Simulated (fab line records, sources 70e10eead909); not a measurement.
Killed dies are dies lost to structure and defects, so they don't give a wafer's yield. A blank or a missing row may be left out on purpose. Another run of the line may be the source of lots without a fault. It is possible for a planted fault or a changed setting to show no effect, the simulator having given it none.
fab line records	flow nand_harc	part 1 of 2: steps 1 to 21 of 34
[record] lots = 5	wafers = 15	last_day = 24
route steps=1159 shown P_BONDPAD@362 A_START@389 A_ZERO_WELL@390
lots untouched by any fault: they come from a run of this same line in which no faults occurred
start_h: hours from the record's opening day to when the first of the lot's shown wafers began	wait_h: hours elapsed since this lot's preceding step	" as in the row above	L1.1+2: a row that stands for several wafers	- no value, or no start was given	* or withheld: withheld	< > ~ a bound
route shown NAME@n: NAME is a module with steps in the file, n the number in the route of the first one	usual: average and standard deviation across the fault-free wafers	same: alike in all rows	chamber/n: place in a boat	sites: per-site readings	_std_site: standard deviation of those values	_edge_site: mean of outer sites minus mean of inner sites	radius_mm: for every site, how far away it sits from the centre of the wafer	mask NAME#n: copy n	behind: the most recent tool/chamber to have shaped the wafer	hold: the reason the lot was held/the length of the hold in hours/how it ended	device: which transistor (n, p or np) failed to switch	end of line: tests of these same wafers at the route's end	a step with no rows: only its recipe	killed: dies lost to structure and defects at the first sort, not the wafer's yield	map: the dies of a wafer, with x for killed, . for not killed, _ for no die there
set.NAME: the setting the step ran with; set.NAME@STEP: the setting that earlier step ran with	model.NAME: the simulator's own value behind a step, which no gauge read
certain route steps with their lots: each step a table, each wafer a row
services: a tool's chamber out of use, with start hour (start_h, from the record's first day; less than 0 if before it), hours out, and reason
[[steps]]
[step NHARC_P_BONDPAD_PEB_07]
[recipe] peb_temp_c = 128	peb_time_s = 80
[same] peb_time_s = 80
lot.wafer	tool	chamber	start_h	wait_h
L074.3+4+6	litho_track-07	0	140.37	0.1
L077.2+4+5	litho_track-03	0	147.06	0.1
L081.1+5+6	litho_track-07	0	169.79	0.1
L084.2+3+5	litho_track-03	0	183.17	0.1
L094.1+2+6	litho_track-03	0	256.86	0.1
[step NHARC_P_BONDPAD_DEVELOP_08]
[recipe] time_s = 50	dev_temp_c = 22
lot.wafer	tool	chamber	start_h	wait_h
L074.3+4+6	litho_track-07	0	-	-
L077.2+4+5	litho_track-03	0	-	-
L081.1+5+6	litho_track-07	0	-	-
L084.2+3+5	litho_track-03	0	-	-
L094.1+2+6	litho_track-03	0	-	-
[step NHARC_P_BONDPAD_CD_MEAS_09]
[recipe] target_cd_nm = 500	landing_energy_ev = 500
[usual] cd_nm = 500.2/1.7
lot.wafer	tool	chamber	start_h	wait_h	cd_nm
L074.3	cd_sem-01	0	140.46	-	499.5
L074.4	"	0	"	"	495.6
L074.6	"	0	"	"	496.7
L077.2	cd_sem-03	0	147.15	-	499.4
L077.4	"	0	"	"	500.7
L077.5	"	0	"	"	503.9
L081.1	cd_sem-01	0	169.87	-	495.6
L081.5	"	0	"	"	499.0
L081.6	"	0	"	"	500.3
L084.2	cd_sem-03	0	183.26	-	503.0
L084.3	"	0	"	"	501.7
L084.5	"	0	"	"	502.0
L094.1	cd_sem-01	0	256.94	-	501.1
L094.2	"	0	"	"	500.3
L094.6	"	0	"	"	503.2
[step NHARC_P_BONDPAD_OVL_MEAS_38]
[usual] overlay_x_nm = 2/6.6	overlay_y_nm = -1/5.5
lot.wafer	tool	chamber	start_h	wait_h	overlay_x_nm	overlay_y_nm
L074.3	overlay-01	-	140.54	-	-1	6
L074.4	"	-	"	"	0	6
L074.6	"	-	"	"	-1	7
L077.2	overlay-01	-	147.24	-	-3	0
L077.4	"	-	"	"	-3	1
L077.5	"	-	"	"	-3	1
L081.1	overlay-01	-	169.96	-	-6	5
L081.5	"	-	"	"	-6	5
L081.6	"	-	"	"	-6	5
L084.2	overlay-02	-	183.34	-	-3	-7
L084.3	"	-	"	"	-4	-7
L084.5	"	-	"	"	-4	-7
L094.1	overlay-02	-	257.03	-	-4	-7
L094.2	"	-	"	"	-4	-7
L094.6	"	-	"	"	-3	-7
[step NHARC_P_BONDPAD_HARDBAKE_10]
[recipe] temp_c = 118	time_s = 65
lot.wafer	tool	chamber	start_h	wait_h
L074.3+4+6	litho_track-07	0	140.59	0.1
L077.2+4+5	litho_track-03	0	147.29	0.0
L081.1+5+6	litho_track-03	0	170.01	0.0
L084.2+3+5	litho_track-02	0	183.39	0.0
L094.1+2+6	litho_track-07	0	257.08	0.0
[step NHARC_P_BONDPAD_DESCUM_11]
[recipe] time_s = 3	o2_flow_sccm = 200	ar_flow_sccm = 0	bias_power_w = 0	chemistry = O2
[usual] chamber_pressure_mTorr = 60.00/0.045	drypump_motor_current_A = 5.8/0.52	oes_product_au = 0.999/0.011	rf_vpp_V = 57.8/0.84	showerhead_plenum_p_Torr = 1.91/0.089	throttle_valve_pct = 11.310/0.0099
lot.wafer	tool	chamber	start_h	wait_h	chamber_pressure_mTorr	drypump_motor_current_A	oes_product_au	rf_hours_counter_h	rf_vpp_V	showerhead_plenum_p_Torr	throttle_valve_pct
L074.3	rie_diel-11	1	140.66	-	59.98	5.0	0.991	11	57.6	2.02	11.308
L074.4	"	3	"	"	60.00	6.2	0.982	12	57.4	1.82	11.309
L074.6	"	1	"	"	60.03	5.0	0.992	-	58.0	2.02	11.309
L077.4	rie_diel-08	3	147.38	-	60.02	6.2	0.999	4	56.6	2.00	11.309
L077.2	"	0	"	"	59.97	5.2	1.023	4	56.1	1.90	11.313
L077.5	"	2	"	"	60.03	5.5	0.996	-	57.8	2.03	11.309
L081.1	rie_diel-11	3	170.10	-	60.05	6.2	0.989	15	58.0	1.82	11.317
L081.5	"	2	"	"	60.07	5.8	1.007	-	57.7	1.89	11.313
L081.6	"	3	"	"	59.98	6.2	0.995	-	58.6	1.82	11.316
L084.2	rie_diel-11	2	183.46	-	59.99	5.8	1.000	15	58.3	1.89	11.304
L084.3	"	0	"	"	59.98	6.5	1.010	16	58.4	1.82	11.305
L084.5	"	3	"	"	59.94	6.2	1.000	-	57.9	1.82	11.298
L094.1	rie_diel-11	2	257.17	-	59.93	5.8	0.991	6	56.8	1.89	11.320
L094.2	"	0	"	"	59.99	6.5	1.024	5	57.5	1.82	11.315
L094.6	"	2	"	"	60.05	5.8	0.984	-	57.1	1.89	11.334
[step NHARC_P_BONDPAD_ETCH_37]
[recipe] target_depth_a = 600	overetch_a = 180	time_s = 65.91	ion_energy_ev = 200	n2_flow_sccm = 150	h2_flow_sccm = 150	ar_flow_sccm = 0	rf_w = 400	bias_w = 150	chemistry = N2/H2
[usual] chamber_pressure_mTorr = 30.00/0.043	drypump_motor_current_A = 5.8/0.53	oes_product_au = 0.999/0.011	rf_fwd_power_W = 396.7/1.7	rf_vpp_V = 430.4/2.7	showerhead_plenum_p_Torr = 2.03/0.098	throttle_valve_pct = 14.170/0.0094
lot.wafer	tool	chamber	start_h	wait_h	chamber_pressure_mTorr	drypump_motor_current_A	oes_product_au	rf_fwd_power_W	rf_hours_counter_h	rf_vpp_V	showerhead_plenum_p_Torr	throttle_valve_pct
L074.3	rie_diel-11	3	140.75	0.1	30.03	6.2	0.993	399.4	12	428.0	1.93	14.171
L074.4	"	2	"	"	29.95	5.8	1.008	395.4	11	428.7	2.02	14.165
L074.6	"	0	"	"	30.03	6.5	1.010	394.8	-	426.3	1.94	14.178
L077.4	rie_diel-08	0	147.45	0.1	29.97	5.2	1.020	393.0	4	429.9	2.02	14.159
L077.2	"	1	"	"	30.03	5.7	0.986	394.3	4	434.5	2.18	14.193
L077.5	"	1	"	"	30.00	5.7	0.990	394.7	-	434.8	2.18	14.180
L081.1	rie_diel-11	2	170.21	0.1	29.98	5.8	0.997	397.3	14	431.1	2.01	14.170
L081.5	"	3	"	"	30.01	6.2	0.997	397.5	-	427.1	1.93	14.179
L081.6	"	0	"	"	29.99	6.5	1.019	395.4	-	427.5	1.94	14.166
L084.3	rie_diel-11	0	183.55	0.1	30.02	6.5	1.001	394.5	16	427.6	1.94	14.188
L084.2	"	2	"	"	30.02	5.8	0.992	396.7	15	430.1	2.01	14.161
L084.5	"	1	"	"	29.94	5.0	0.997	397.6	-	431.7	2.15	14.162
L094.2	rie_diel-11	1	257.26	0.1	30.02	5.0	0.998	399.0	5	434.1	2.15	14.163
L094.1	"	2	"	"	29.95	5.8	0.987	400.1	6	428.7	2.01	14.168
L094.6	"	0	"	"	30.06	6.5	1.016	396.3	-	427.3	1.93	14.166
[step NHARC_P_BONDPAD_ETCH_12]
[recipe] target_depth_a = 2000	time_s = 100	chf3_flow_sccm = 50	o2_flow_sccm = 10	ar_flow_sccm = 200	rf_w = 500	bias_w = 200	chemistry = CHF3/O2
[usual] chamber_pressure_mTorr = 24.998/0.024	chf3_flow_sccm = 50.00/0.15	drypump_motor_current_A = 5.8/0.53	oes_product_au = 0.941/0.022	rf_fwd_power_W = 497.2/1.7	rf_vpp_V = 370.3/2.5	showerhead_plenum_p_Torr = 2.39/0.11	throttle_valve_pct = 20.572/0.0083
lot.wafer	tool	chamber	start_h	wait_h	chamber_pressure_mTorr	chf3_flow_sccm	drypump_motor_current_A	oes_product_au	rf_fwd_power_W	rf_hours_counter_h	rf_vpp_V	showerhead_plenum_p_Torr	throttle_valve_pct
L074.4	rie_diel-11	2	-	-	24.986	49.84	5.9	0.956	500.6	11	368.7	2.38	20.577
L074.3	"	0	"	"	24.993	50.24	6.5	0.985	493.5	12	366.5	2.29	20.572
L074.6	"	3	"	"	25.013	50.00	6.2	0.957	499.7	-	368.9	2.29	20.564
L077.2	rie_diel-08	0	-	-	25.001	50.13	5.2	0.997	496.6	4	370.6	2.38	20.561
L077.4	"	1	"	"	24.952	49.87	5.7	0.949	495.2	4	372.9	2.56	20.582
L077.5	"	3	"	"	24.992	49.77	6.2	0.986	498.3	-	371.1	2.51	20.577
L081.1	rie_diel-11	1	-	-	24.981	49.92	5.0	0.922	500.8	13	373.2	2.53	20.565
L081.6	"	1	"	"	24.992	50.02	5.0	0.920	502.1	-	372.6	2.53	20.567
L081.5	"	2	"	"	25.001	49.91	5.8	0.918	498.8	-	370.0	2.37	20.566
L084.2	rie_diel-11	0	-	-	24.990	50.11	6.5	0.930	494.4	16	366.4	2.29	20.553
L084.3	"	3	"	"	25.038	50.13	6.2	0.910	498.4	16	368.0	2.28	20.565
L084.5	"	1	"	"	24.988	50.13	5.0	0.970	500.1	-	372.7	2.53	20.586
L094.2	rie_diel-11	0	-	-	25.034	50.04	6.5	0.927	497.2	5	369.9	2.29	20.569
L094.1	"	1	"	"	25.000	50.24	5.0	0.926	497.1	5	372.3	2.52	20.565
L094.6	"	3	"	"	24.975	50.34	6.2	0.925	495.9	-	366.8	2.28	20.576
[step NHARC_P_BONDPAD_CD_MEAS_13]
[usual] cd_nm = 499.6/1.9
lot.wafer	tool	chamber	start_h	wait_h	cd_nm
L074.3	cd_sem-03	-	140.99	-	499.7
L074.4	"	-	"	"	495.7
L074.6	"	-	"	"	497.4
L077.2	cd_sem-01	-	147.68	-	499.4
L077.4	"	-	"	"	499.5
L077.5	"	-	"	"	503.4
L081.1	cd_sem-01	-	170.43	-	495.7
L081.5	"	-	"	"	498.5
L081.6	"	-	"	"	498.9
L084.2	cd_sem-03	-	183.79	-	501.8
L084.3	"	-	"	"	501.4
L084.5	"	-	"	"	501.4
L094.1	cd_sem-01	-	257.47	-	500.3
L094.2	"	-	"	"	499.5
L094.6	"	-	"	"	502.1
[step NHARC_P_BONDPAD_STRIP_15]
[recipe] o2_flow_sccm = 500	ar_flow_sccm = 0	bias_w = 0	chemistry = O2
[usual] chamber_pressure_mTorr = 60.00/0.056	drypump_motor_current_A = 5.8/0.53	oes_product_au = 0.999/0.011	rf_vpp_V = 57.7/0.91	showerhead_plenum_p_Torr = 3.53/0.15	throttle_valve_pct = 17.037/0.0094
lot.wafer	tool	chamber	start_h	wait_h	chamber_pressure_mTorr	drypump_motor_current_A	oes_product_au	rf_hours_counter_h	rf_vpp_V	showerhead_plenum_p_Torr	throttle_valve_pct
L074.3	rie_diel-11	2	141.08	0.1	59.92	5.8	1.002	11	56.5	3.49	17.040
L074.4	"	0	"	"	59.96	6.5	1.000	12	58.2	3.37	17.032
L074.6	"	2	"	"	60.03	5.8	1.002	-	59.2	3.49	17.031
L077.2	rie_diel-11	1	147.75	0.1	60.07	5.0	0.995	12	59.2	3.71	17.032
L077.4	"	3	"	"	59.96	6.2	0.989	12	56.2	3.36	17.043
L077.5	"	2	"	"	60.07	5.9	1.009	-	55.3	3.49	17.035
L081.1	rie_diel-11	1	170.50	0.1	60.04	5.0	0.982	13	58.1	3.71	17.034
L081.6	"	1	"	"	59.93	5.0	0.989	-	58.9	3.71	17.038
L081.5	"	2	"	"	60.03	5.9	0.997	-	59.1	3.49	17.037
L084.2	rie_diel-11	2	183.86	0.1	60.10	5.8	1.002	15	57.7	3.49	17.021
L084.3	"	3	"	"	60.01	6.2	0.994	16	57.5	3.36	17.019
L084.5	"	2	"	"	60.04	5.9	1.000	-	57.7	3.49	17.040
L094.2	rie_diel-11	0	257.58	0.1	60.05	6.5	1.016	5	57.0	3.36	17.032
L094.1	"	1	"	"	59.99	5.0	1.004	5	57.3	3.70	17.043
L094.6	"	2	"	"	60.01	5.8	0.981	-	56.7	3.48	17.033
[step NHARC_P_BONDPAD_ETCH_24]
[recipe] target_depth_a = 300	over_etch_frac = 0.3	time_s = 72.99	ion_energy_ev = 150	cf4_flow_sccm = 50	n2_flow_sccm = 100	ar_flow_sccm = 150	rf_w = 300	bias_w = 100	chemistry = CF4/N2
[usual] chamber_pressure_mTorr = 30.001/0.029	drypump_motor_current_A = 5.8/0.52	oes_product_au = 0.999/0.012	rf_fwd_power_W = 297.6/1.4	rf_vpp_V = 314.0/2	showerhead_plenum_p_Torr = 2.61/0.11	throttle_valve_pct = 19.793/0.0093
lot.wafer	tool	chamber	start_h	wait_h	chamber_pressure_mTorr	drypump_motor_current_A	oes_product_au	rf_fwd_power_W	rf_hours_counter_h	rf_vpp_V	showerhead_plenum_p_Torr	throttle_valve_pct
L074.3	rie_diel-11	1	-	-	30.017	5.0	0.992	298.4	11	315.3	2.76	19.808
L074.4	"	2	"	"	29.971	5.8	0.996	297.5	11	314.2	2.60	19.787
L074.6	"	2	"	"	30.028	5.8	0.997	297.9	-	314.3	2.60	19.800
L077.2	rie_diel-11	0	-	-	30.042	6.4	1.004	296.4	13	313.0	2.50	19.781
L077.4	"	2	"	"	29.979	5.8	0.995	299.0	12	313.5	2.60	19.808
L077.5	"	0	"	"	30.017	6.4	0.998	295.5	-	312.1	2.50	19.785
L081.1	rie_diel-11	0	-	-	30.001	6.5	1.014	296.8	15	312.5	2.50	19.816
L081.6	"	0	"	"	30.040	6.5	1.022	295.1	-	312.7	2.50	19.788
L081.5	"	1	"	"	29.994	5.0	0.995	299.3	-	316.0	2.76	19.798
L084.2	rie_diel-11	2	-	-	30.010	5.8	0.993	297.8	15	314.3	2.60	19.793
L084.3	"	3	"	"	29.987	6.3	0.983	297.8	16	312.4	2.50	19.790
L084.5	"	1	"	"	29.978	5.0	0.983	300.0	-	315.3	2.76	19.794
L094.2	rie_diel-11	2	-	-	30.018	5.8	0.973	297.2	6	315.2	2.59	19.792
L094.1	"	0	"	"	29.977	6.5	1.025	297.0	5	312.1	2.50	19.787
L094.6	"	2	"	"	29.992	5.8	0.992	297.3	-	315.5	2.59	19.793
[step NHARC_P_BONDPAD_STRIP_16]
[recipe] time_s = 600	temp_c = 30	chemistry = post_etch_residue_remover
[usual] temp_c = 30.00/0.11
lot.wafer	tool	chamber	start_h	wait_h	temp_c
L074.6	wet_bench-08	6	141.35	-	30.08
L074.4	"	1	"	"	30.08
L074.3	"	2	"	"	29.93
L077.5	wet_bench-08	2	148.04	-	29.97
L077.2	"	3	"	"	30.09
L077.4	"	5	"	"	30.02
L081.1	wet_bench-10	5	170.78	-	29.91
L081.5	"	1	"	"	30.09
L081.6	"	2	"	"	29.91
L084.3	wet_bench-10	1	184.15	-	30.11
L084.2	"	3	"	"	29.70
L084.5	"	5	"	"	29.85
L094.2	wet_bench-10	1	257.83	-	29.99
L094.6	"	3	"	"	29.89
L094.1	"	5	"	"	29.90
[step NHARC_P_BONDPAD_DEGAS_25]
[recipe] temp_c = 300	time_s = 60
[usual] heater_power_w = 477/46
lot.wafer	tool	chamber	start_h	wait_h	heater_power_w
L074.3	pvd_sputter-01	-	141.61	-	406
L074.4	"	-	"	"	425
L074.6	"	-	"	"	455
L077.4	pvd_sputter-01	-	148.31	-	462
L077.2	"	-	"	"	558
L077.5	"	-	"	"	424
L081.1	pvd_sputter-02	-	171.05	-	548
L081.6	"	-	"	"	550
L081.5	"	-	"	"	460
L084.2	pvd_sputter-01	-	184.41	-	422
L084.3	"	-	"	"	420
L084.5	"	-	"	"	424
L094.1	pvd_sputter-01	-	258.10	-	464
L094.2	"	-	"	"	421
L094.6	"	-	"	"	414
[step NHARC_P_BONDPAD_PRE_CLEAN_26]
[recipe] time_s = 30	temp_c = 280	gas = H2/He
[usual] heater_power_w = 415/40
lot.wafer	tool	chamber	start_h	wait_h	heater_power_w
L074.3	pvd_sputter-01	-	-	-	373
L074.4	"	-	"	"	485
L074.6	"	-	"	"	375
L077.4	pvd_sputter-01	-	-	-	351
L077.2	"	-	"	"	471
L077.5	"	-	"	"	400
L081.1	pvd_sputter-02	-	-	-	379
L081.5	"	-	"	"	386
L081.6	"	-	"	"	413
L084.2	pvd_sputter-01	-	-	-	503
L084.3	"	-	"	"	379
L084.5	"	-	"	"	487
L094.1	pvd_sputter-01	-	-	-	501
L094.2	"	-	"	"	404
L094.6	"	-	"	"	502
[step NHARC_P_BONDPAD_PVD_17]
[recipe] target_thk_a = 50	bias_v = 168.6	power_w = 15000	chamber_pressure_pa = 0.12	time_s = 8.06	substrate_temp_c = 50	material = TaN
[usual] throttle_valve_pct = 30.3/1
lot.wafer	tool	chamber	start_h	wait_h	throttle_valve_pct
L074.3	pvd_sputter-01	-	-	-	30.4
L074.4	"	-	"	"	27.9
L074.6	"	-	"	"	27.7
L077.4	pvd_sputter-01	-	-	-	30.5
L077.2	"	-	"	"	28.1
L077.5	"	-	"	"	31.7
L081.1	pvd_sputter-02	-	-	-	30.8
L081.6	"	-	"	"	31.4
L081.5	"	-	"	"	30.1
L084.3	pvd_sputter-01	-	-	-	30.4
L084.2	"	-	"	"	30.6
L084.5	"	-	"	"	30.3
L094.2	pvd_sputter-01	-	-	-	31.5
L094.1	"	-	"	"	27.8
L094.6	"	-	"	"	30.6
[step NHARC_P_BONDPAD_PVD_27]
[recipe] target_thk_a = 300	chamber_pressure_pa = 5	power_w = 5000	substrate_temp_c = 30	time_s = 20.49	material = Cu
[usual] throttle_valve_pct = 30.4/1
lot.wafer	tool	chamber	start_h	wait_h	throttle_valve_pct
L074.4	pvd_sputter-01	-	-	-	29.9
L074.3	"	-	"	"	30.5
L074.6	"	-	"	"	27.8
L077.4	pvd_sputter-01	-	-	-	29.9
L077.2	"	-	"	"	30.5
L077.5	"	-	"	"	29.6
L081.1	pvd_sputter-02	-	-	-	31.7
L081.5	"	-	"	"	30.2
L081.6	"	-	"	"	30.8
L084.3	pvd_sputter-01	-	-	-	30.8
L084.2	"	-	"	"	31.7
L084.5	"	-	"	"	30.8
L094.1	pvd_sputter-01	-	-	-	31.6
L094.2	"	-	"	"	30.7
L094.6	"	-	"	"	30.4
[step NHARC_P_BONDPAD_ECD_18]
[recipe] target_thk_a = 4000	bath_temp_c = 25	material = Cu
lot.wafer	tool	chamber	start_h	wait_h
L074.3+4+6	ecd_cu-02	1,0,0	142.07	-
L077.2+4+5	ecd_cu-02	0	148.72	-
L081.1+5+6	ecd_cu-01	0,0,1	171.41	-
L084.2+3+5	ecd_cu-01	1	184.77	-
L094.2+1+6	ecd_cu-02	1,0,0	258.45	-
[step NHARC_P_BONDPAD_ANNEAL_28]
[recipe] temp_c = 225	time_s = 90
[usual] wafer_temp_C_max = 226.4/0.43
lot.wafer	tool	chamber	start_h	wait_h	wafer_temp_C_max
L074.3	rtp_anneal-01	0	142.45	0.3	226.8
L074.4	"	0	"	"	226.6
L074.6	"	0	"	"	227.0
L077.2	rtp_anneal-02	0	149.15	-	225.8
L077.4	"	0	"	"	226.0
L077.5	"	0	"	"	225.5
L081.1	rtp_anneal-02	0	171.81	-	226.2
L081.5	"	0	"	"	226.0
L081.6	"	0	"	"	226.1
L084.2	rtp_anneal-01	0	185.19	-	226.3
L084.3	"	0	"	"	227.0
L084.5	"	0	"	"	226.4
L094.1	rtp_anneal-01	0	258.85	-	226.3
L094.2	"	0	"	"	226.6
L094.6	"	0	"	"	226.3
[step NHARC_P_BONDPAD_CMP_19]
[recipe] t_overpolish_s = 30	cu_recess_touch_s = 16	target_thk_nm = 160.81
[usual] motor_current_A = 12.3/0.96	overpolish_run_s = 29.999/0.0093	retaining_ring_pressure_frac = 1.000/0.0048	slurry_filter_dp_kPa = 13.49/0.14
[same] cu_recess_touch_s = 16
lot.wafer	tool	chamber	start_h	wait_h	motor_current_A	overpolish_run_s	retaining_ring_pressure_frac	slurry_filter_dp_kPa
L074.3	cmp-04	2	142.69	-	10.2	29.998	0.995	13.16
L074.4	"	0	"	"	13.0	30.002	0.992	13.66
L074.6	"	3	"	"	11.3	29.989	1.005	13.35
L077.4	cmp-02	2	149.77	-	11.9	29.996	1.004	13.47
L077.2	"	3	"	"	12.5	29.985	1.005	13.04
L077.5	"	2	"	"	12.7	30.000	1.004	13.54
L081.1	cmp-02	3	172.24	-	12.5	30.004	0.991	13.56
L081.5	"	1	"	"	14.2	30.011	1.001	13.51
L081.6	"	2	"	"	11.9	29.988	0.997	13.60
L084.2	cmp-02	3	185.48	-	12.3	29.984	1.001	13.55
L084.3	"	0	"	"	12.6	29.997	1.005	13.39
L084.5	"	0	"	"	12.3	29.996	0.999	13.36
L094.2	cmp-03	2	259.20	-	12.6	29.990	0.998	13.37
L094.1	"	3	"	"	13.9	30.002	0.995	13.48
L094.6	"	3	"	"	14.2	29.994	0.997	13.48
[step NHARC_P_BONDPAD_THK_MEAS_20]
[recipe] thk_meas_gauge = xrf
[usual] thk_nm = 161.0/1.6
lot.wafer	tool	chamber	start_h	wait_h	thk_nm
L074.3	film_metro-02	-	143.02	-	160.8
L074.4	"	-	"	"	164.3
L074.6	"	-	"	"	161.0
L077.2	film_metro-02	-	150.06	-	160.5
L077.4	"	-	"	"	161.7
L077.5	"	-	"	"	163.6
L081.1	film_metro-01	-	172.50	-	161.9
L081.5	"	-	"	"	160.0
L081.6	"	-	"	"	163.2
L084.2	film_metro-01	-	185.80	-	163.3
L084.3	"	-	"	"	160.3
L084.5	"	-	"	"	162.1
L094.1	film_metro-02	-	259.53	-	160.9
L094.2	"	-	"	"	160.4
L094.6	"	-	"	"	161.6
[step NHARC_P_BONDPAD_SRD_21]
[recipe] time_s = 30	temp_c = 23	dry_time_s = 20	spin_rpm = 1500
[usual] temp_c = 23.01/0.11
lot.wafer	tool	chamber	start_h	wait_h	temp_c
L074.4	wet_bench-10	2	143.06	0.0	23.06
L074.6	"	5	"	"	23.23
L074.3	"	6	"	"	23.06
L077.2	wet_bench-10	4	150.10	0.0	23.02
L077.4	"	6	"	"	22.99
L077.5	"	7	"	"	22.97
L081.6	wet_bench-10	7	172.54	0.0	23.14
L081.5	"	2	"	"	22.99
L081.1	"	3	"	"	22.91
L084.2	wet_bench-08	4	185.84	0.0	23.07
L084.5	"	5	"	"	23.07
L084.3	"	1	"	"	22.95
L094.1	wet_bench-10	7	259.57	0.0	22.88
L094.6	"	2	"	"	22.86
L094.2	"	3	"	"	22.84
